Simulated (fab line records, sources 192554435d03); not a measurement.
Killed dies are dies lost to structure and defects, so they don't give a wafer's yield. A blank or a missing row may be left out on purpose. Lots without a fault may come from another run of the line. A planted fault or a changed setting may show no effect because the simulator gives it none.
Split-lot experiment | flow n5_finfet | 7 lots, 21 wafers read, on a route of 1938 steps

THE SPLIT
At N5_BEOL_M7_ILD_DEP_00 (deposits SiCOH lowk from DEMS/porogen, target thk 179.75 nm, time 33.4 s), the setting time_s was moved away from the recipe's 33.4 s on 2 of the 21 wafers read, by -7.8% to -7.2%. The other wafers ran this setting at the recipe's value.

FROM THE SPLIT TO THE READING: what the file shows between them, 1 step
- N5_BEOL_M7_CURE_74: cures SiCOH lowk, time 240 s

THE READING
M7_ILD_THK, in nm, at N5_BEOL_M7_THK_MEAS_01. Fault-free wafers of this fab line usually give 154.6 nm, standard deviation 1.9 nm.

wafer  | tool, chamber at the split | time_s as run, s | against the recipe | M7_ILD_THK, nm | against lot-mates on the recipe
L074.3 | pecvd-02, 1                | 33.4             | recipe             | 150.7          | -
L074.4 | pecvd-02, 1                | 33.4             | recipe             | 155.0          | -
L074.6 | pecvd-02, 0                | 33.4             | recipe             | 152.6          | -
L078.3 | pecvd-04, 1                | 33.4             | recipe             | 154.7          | -
L078.4 | pecvd-04, 1                | 33.4             | recipe             | 156.3          | -
L078.5 | pecvd-04, 0                | 33.4             | recipe             | 155.8          | -
L080.1 | pecvd-02, 1                | 33.4             | recipe             | 153.1          | -
L080.5 | pecvd-02, 0                | 33.4             | recipe             | 154.7          | -
L080.6 | pecvd-02, 1                | 33.4             | recipe             | 155.8          | -
L083.1 | pecvd-02, 2                | 31.01            | -7.2%              | 142.5          | -14.5
L083.4 | pecvd-02, 0                | 33.4             | recipe             | 156.2          | -
L083.5 | pecvd-02, 2                | 33.4             | recipe             | 157.8          | -
L084.3 | pecvd-04, 1                | 33.4             | recipe             | 153.2          | -
L084.4 | pecvd-04, 0                | 30.81            | -7.8%              | 142.6          | -11.6
L084.5 | pecvd-04, 0                | 33.4             | recipe             | 155.2          | -
L093.2 | pecvd-04, 1                | 33.4             | recipe             | 153.1          | -
L093.4 | pecvd-04, 1                | 33.4             | recipe             | 156.8          | -
L093.6 | pecvd-04, 0                | 33.4             | recipe             | 155.5          | -
L094.2 | pecvd-04, 1                | 33.4             | recipe             | 152.5          | -
L094.5 | pecvd-04, 1                | 33.4             | recipe             | 154.3          | -
L094.6 | pecvd-04, 2                | 33.4             | recipe             | 154.9          | -

THE FIT
A straight line over all 21 wafers: M7_ILD_THK changes by +1.62 nm for each +1% of time_s; r = +0.91; the points scatter about the line by 1.7 nm.
The same after taking each lot's own level away (the mean of its wafers on the recipe; 21 wafers): +1.74 nm for each +1%; r = +0.95; scatter 1.4 nm.
On that fit, the largest move of time_s shifts the reading by 13 nm.
The lots' own levels span 152.77 to 157.00 nm, that is 2.2 times the standard deviation above.
So the lot-to-lot level changes the slope little: the two slopes agree.
Check: with one of the wafers moved furthest among these (-7.8%) left out of the fit, the line predicts -15.7 nm for it against its lot-mates. It came out at -11.6 nm against them.

OTHER SPLITS ON THESE WAFERS
These wafers also went through other splits before the reading. Each is held against what the fit with the lots' levels taken away leaves over:
other split on the same wafers | wafers away from the commonest value | r with M7_ILD_THK (lot level and that fit taken away)
N5_BEOL_M1_COAT_22 spin_rpm    | 10                                   | -0.04
N5_BEOL_M2_PECVD_72 temp_c     | 7                                    | +0.33
N5_BEOL_M3_COAT_67 spin_rpm    | 7                                    | +0.02
N5_BEOL_M3_EXPOSE_25 dose_mj   | 7                                    | +0.17
N5_BEOL_M5_DEP_56 time_s       | 5                                    | +0.22
N5_BEOL_M6_PECVD_70 time_s     | 7                                    | -0.04

THE WHOLE CHAIN: every reading that the file lists as answering this split, in the file's order
step                   | what it does                                                             | reading                                                                                  | change (the file's fit)              | r (the file's)
N5_BEOL_M7_ILD_DEP_00  | deposits SiCOH lowk from DEMS/porogen, target thk 179.75 nm, time 33.4 s | SiCOH_lowk_of_BEOL_M7_ILD_DEP_00.thk_nm (the simulator's own value, which no gauge read) | +1.99 nm for each +1% of the setting | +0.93
N5_BEOL_M7_CURE_74     | cures SiCOH lowk, time 240 s                                             | SiCOH_lowk_of_BEOL_M7_ILD_DEP_00.thk_nm (the simulator's own value, which no gauge read) | +1.74 nm for each +1% of the setting | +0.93
N5_BEOL_M7_THK_MEAS_01 |                                                                          | M7_ILD_THK                                                                               | +1.73 for each +1% of the setting    | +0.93

THE FILE'S OWN FIT
M7_ILD_THK changes by +1.73 nm for each +1% of time_s, r = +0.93.
